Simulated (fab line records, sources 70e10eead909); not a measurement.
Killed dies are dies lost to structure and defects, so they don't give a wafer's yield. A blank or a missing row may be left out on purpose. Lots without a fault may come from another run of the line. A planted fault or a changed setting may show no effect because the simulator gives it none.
A sampling plan put to the test | flow nand_harc | one fab line, 23 faults that these records tell of, each judged on the records of the lots that it struck
The plan is the line's own looks: the steps of the route at which a gauge or an inspection reads the wafer and doesn't change it. A look can be judged if struck wafers have a number there and the file gives its usual mean and standard deviation on fault-free wafers. Caught: at a look after the fault's first step, the mean of the struck wafers lies 4 or more of those standard deviations (sigma) from the usual mean. On the tool: the same test on the tool's own readings at the fault's steps. Another recipe on the struck wafers, or a record that is blank for them alone, also counts as caught.

THE FAULTS, as the simulator had put them in
1. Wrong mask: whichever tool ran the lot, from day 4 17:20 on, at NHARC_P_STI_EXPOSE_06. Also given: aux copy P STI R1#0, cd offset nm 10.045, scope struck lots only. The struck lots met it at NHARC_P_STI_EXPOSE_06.
2. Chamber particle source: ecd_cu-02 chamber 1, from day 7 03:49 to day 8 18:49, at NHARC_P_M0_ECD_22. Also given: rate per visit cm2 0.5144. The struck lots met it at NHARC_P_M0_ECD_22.
3. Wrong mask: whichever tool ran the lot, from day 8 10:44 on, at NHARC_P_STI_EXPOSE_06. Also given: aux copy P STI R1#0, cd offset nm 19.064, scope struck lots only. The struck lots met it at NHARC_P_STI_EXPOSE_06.
4. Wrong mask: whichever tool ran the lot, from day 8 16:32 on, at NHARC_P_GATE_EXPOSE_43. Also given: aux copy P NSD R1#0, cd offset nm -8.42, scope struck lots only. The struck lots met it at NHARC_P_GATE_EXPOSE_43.
5. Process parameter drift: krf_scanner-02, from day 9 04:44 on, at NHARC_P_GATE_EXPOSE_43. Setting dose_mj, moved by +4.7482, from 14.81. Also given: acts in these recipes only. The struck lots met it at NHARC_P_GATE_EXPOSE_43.
6. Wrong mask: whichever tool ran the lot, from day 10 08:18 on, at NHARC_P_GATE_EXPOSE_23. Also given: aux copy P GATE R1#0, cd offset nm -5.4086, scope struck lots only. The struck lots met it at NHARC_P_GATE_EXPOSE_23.
7. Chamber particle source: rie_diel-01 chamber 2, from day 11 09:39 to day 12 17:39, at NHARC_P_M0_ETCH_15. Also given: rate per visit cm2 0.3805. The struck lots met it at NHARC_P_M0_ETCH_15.
8. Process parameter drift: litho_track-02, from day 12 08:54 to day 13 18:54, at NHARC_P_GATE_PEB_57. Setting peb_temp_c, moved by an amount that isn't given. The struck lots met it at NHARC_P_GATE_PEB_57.
9. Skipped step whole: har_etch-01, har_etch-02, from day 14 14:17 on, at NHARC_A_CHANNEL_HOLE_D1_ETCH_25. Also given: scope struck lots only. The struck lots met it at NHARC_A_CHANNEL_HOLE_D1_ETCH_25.
10. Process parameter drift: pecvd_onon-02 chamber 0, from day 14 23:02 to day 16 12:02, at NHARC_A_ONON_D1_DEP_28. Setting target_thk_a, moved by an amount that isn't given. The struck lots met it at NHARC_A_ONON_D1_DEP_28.
11. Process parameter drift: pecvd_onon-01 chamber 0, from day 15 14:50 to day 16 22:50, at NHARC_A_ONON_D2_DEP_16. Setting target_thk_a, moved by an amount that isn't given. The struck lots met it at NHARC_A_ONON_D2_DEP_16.
12. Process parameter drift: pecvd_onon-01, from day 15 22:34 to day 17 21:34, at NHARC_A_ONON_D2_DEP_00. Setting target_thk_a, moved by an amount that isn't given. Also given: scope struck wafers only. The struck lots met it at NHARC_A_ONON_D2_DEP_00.
13. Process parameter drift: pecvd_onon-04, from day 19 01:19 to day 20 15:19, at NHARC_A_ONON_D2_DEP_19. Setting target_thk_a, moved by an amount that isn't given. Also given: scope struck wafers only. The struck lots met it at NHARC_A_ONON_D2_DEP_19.
14. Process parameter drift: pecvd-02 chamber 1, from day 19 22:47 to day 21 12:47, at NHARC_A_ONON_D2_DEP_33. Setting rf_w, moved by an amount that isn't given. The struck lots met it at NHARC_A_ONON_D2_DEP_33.
15. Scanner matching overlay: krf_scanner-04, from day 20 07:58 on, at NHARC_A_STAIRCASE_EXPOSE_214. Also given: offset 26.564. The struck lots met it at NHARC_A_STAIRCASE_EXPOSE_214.
16. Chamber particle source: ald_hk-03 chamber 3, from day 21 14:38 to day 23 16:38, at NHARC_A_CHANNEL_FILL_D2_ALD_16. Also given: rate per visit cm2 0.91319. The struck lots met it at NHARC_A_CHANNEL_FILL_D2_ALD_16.
17. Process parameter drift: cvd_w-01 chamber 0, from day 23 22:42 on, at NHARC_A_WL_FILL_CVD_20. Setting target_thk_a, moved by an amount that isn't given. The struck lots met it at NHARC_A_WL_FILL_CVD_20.
18. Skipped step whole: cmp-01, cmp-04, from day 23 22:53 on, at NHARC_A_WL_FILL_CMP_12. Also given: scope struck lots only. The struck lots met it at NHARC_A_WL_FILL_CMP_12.
19. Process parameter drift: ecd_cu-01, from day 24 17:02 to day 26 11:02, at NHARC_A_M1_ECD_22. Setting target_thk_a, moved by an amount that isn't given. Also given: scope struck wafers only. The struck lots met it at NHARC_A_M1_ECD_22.
20. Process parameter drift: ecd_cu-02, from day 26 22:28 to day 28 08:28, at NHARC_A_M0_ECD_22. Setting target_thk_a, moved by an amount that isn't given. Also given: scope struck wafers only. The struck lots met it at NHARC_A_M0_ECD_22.
21. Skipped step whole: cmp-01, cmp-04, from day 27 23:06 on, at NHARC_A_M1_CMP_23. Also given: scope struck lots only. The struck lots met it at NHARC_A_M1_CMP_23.
22. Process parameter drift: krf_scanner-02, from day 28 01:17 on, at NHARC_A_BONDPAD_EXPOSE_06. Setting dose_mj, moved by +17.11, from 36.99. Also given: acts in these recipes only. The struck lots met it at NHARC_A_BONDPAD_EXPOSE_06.
23. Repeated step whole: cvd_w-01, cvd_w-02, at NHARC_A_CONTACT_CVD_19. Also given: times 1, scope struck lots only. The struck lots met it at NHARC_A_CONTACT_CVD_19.

WHAT THE PLAN SAW
fault | on the tool itself                               | first look that catches it                      | reading, sigma                                                | median hours from its first step to that look | hours from the fault's start to the first struck lot there | judged looks passed uncaught
1     | no reading that can be judged                    | none of the 2 looks that can be judged after it | strongest: trench_foot_cd_nm at NHARC_P_STI_OCD_MEAS_17, +2.7 | -                                             | -                                                          | 2
2     | no reading that can be judged                    | NHARC_END_SORT_01                               | killed_at_periphery +87                                       | 429.5                                         | 447                                                        | 1
3     | no reading that can be judged                    | NHARC_P_STI_CD_MEAS_09                          | cd_nm +5.1                                                    | 0.2                                           | 5                                                          | 0
4     | no reading that can be judged                    | NHARC_P_GATE_CD_MEAS_46                         | cd_nm -5.1                                                    | 0.1                                           | 1                                                          | 0
5     | exposure_dose_mJ_cm2 +99 or beyond sigma         | NHARC_P_GATE_CD_MEAS_46                         | cd_nm +21                                                     | 0.2                                           | 11                                                         | 0
6     | no reading that can be judged                    | NHARC_P_GATE_CD_MEAS_26                         | cd_nm -6.2                                                    | 0.1                                           | 0                                                          | 0
7     | under 2 sigma                                    | NHARC_END_SORT_01                               | killed_at_periphery +23                                       | 440.1                                         | 457                                                        | 1
8     | plate_temp_C -46 sigma                           | NHARC_P_GATE_CD_MEAS_59                         | cd_nm -7.3                                                    | 0.1                                           | 1                                                          | 0
9     | the tool's record is blank for the struck wafers | NHARC_A_CHANNEL_HOLE_D1_CD_MEAS_30              | cd_nm -60                                                     | 2.4                                           | 3                                                          | 0
10    | under 2 sigma                                    | NHARC_A_ONON_D1_THK_MEAS_30                     | thk_nm -62                                                    | 0.5                                           | 19                                                         | 0
11    | no reading that can be judged                    | NHARC_A_ONON_D2_THK_MEAS_18                     | thk_nm -43                                                    | 0.5                                           | 11                                                         | 0
12    | no reading that can be judged                    | NHARC_A_ONON_D2_THK_MEAS_02                     | thk_nm -32                                                    | 0.4                                           | 23                                                         | 0
13    | under 2 sigma                                    | NHARC_A_ONON_D2_THK_MEAS_21                     | thk_nm +54                                                    | 0.5                                           | 13                                                         | 0
14    | rf_fwd_power_W +99 or beyond sigma               | NHARC_A_ONON_D2_THK_MEAS_34                     | thk_nm +7.0                                                   | 0.4                                           | 7                                                          | 0
15    | no reading that can be judged                    | not the one look that can be judged after it    | -                                                             | -                                             | -                                                          | 1
16    | under 2 sigma                                    | not the one look that can be judged after it    | strongest: killed_at_array at NHARC_END_SORT_01, +3.7         | -                                             | -                                                          | 1
17    | under 2 sigma                                    | no look after it can be judged                  | -                                                             | -                                             | -                                                          | 0
18    | the tool's record is blank for the struck wafers | NHARC_A_WL_FILL_INSPECT_15                      | raw_defect_count +19                                          | 0.5                                           | 12                                                         | 0
19    | under 2 sigma                                    | no look after it can be judged                  | -                                                             | -                                             | -                                                          | 0
20    | under 2 sigma                                    | no look after it can be judged                  | -                                                             | -                                             | -                                                          | 0
21    | the tool's record is blank for the struck wafers | NHARC_A_M1_THK_MEAS_24                          | thk_nm +99 or beyond                                          | 0.3                                           | 2                                                          | 0
22    | exposure_dose_mJ_cm2 +99 or beyond sigma         | NHARC_A_BONDPAD_CD_MEAS_09                      | cd_nm +4.2                                                    | 0.2                                           | 1                                                          | 0
23    | under 2 sigma                                    | none of the 2 looks that can be judged after it | -                                                             | -                                             | -                                                          | 2
A dash: the fault isn't caught, or these records don't give the number.

Caught at a look: 16 of 23. Caught on the tool: 7 of 23. By one or the other: 16 of 23.
Caught at a look alone: faults 2, 3, 4, 6, 7, 10, 11, 12, 13.
Caught by neither: faults 1, 15, 16, 17, 19, 20, 23.

THINNER SAMPLING
If the look that catches a fault measured only every second or every third lot, by lot number, the first struck lot would be measured this late in the worst case:
fault | struck lots at that look, in order of time | every lot | every second lot | every third lot
2     | L493, L494                                 | 447 h     | 453 h            | may miss all 2
3     | L685                                       | 5 h       | may miss it      | may miss it
4     | L807                                       | 1 h       | may miss it      | may miss it
5     | L308, L309                                 | 11 h      | 23 h             | may miss all 2
6     | L217                                       | 0 h       | may miss it      | may miss it
7     | L190, L191                                 | 457 h     | 458 h            | may miss all 2
8     | L873, L875                                 | 1 h       | may miss all 2   | may miss all 2
9     | L666, L668                                 | 3 h       | may miss all 2   | may miss all 2
10    | L754, L755                                 | 19 h      | 27 h             | may miss all 2
11    | L671, L673                                 | 11 h      | may miss all 2   | may miss all 2
12    | L255, L257                                 | 23 h      | may miss all 2   | may miss all 2
13    | L444, L446, L447                           | 13 h      | 35 h             | may miss all 3
14    | L259, L260                                 | 7 h       | 16 h             | may miss all 2
18    | L312, L311, L315                           | 12 h      | 12 h             | may miss all 3
21    | L936, L939, L940                           | 2 h       | 7 h              | may miss all 3
22    | L558, L562, L563, L565                     | 1 h       | 18 h             | 18 h
Hours are from the fault's start to the first struck lot that is measured. The limit of 4 sigma was tested on all struck wafers together, so one lot alone may lie under it. Other struck lots may not be in these records.

THE LONGEST TIMED WAY FROM STEP TO LOOK
Fault 7: a median of 440.1 hours passes between NHARC_P_M0_ETCH_15 and NHARC_END_SORT_01. The look between them that can be judged stayed within 4 sigma: NHARC_P_M1_OVL_MEAS_10.
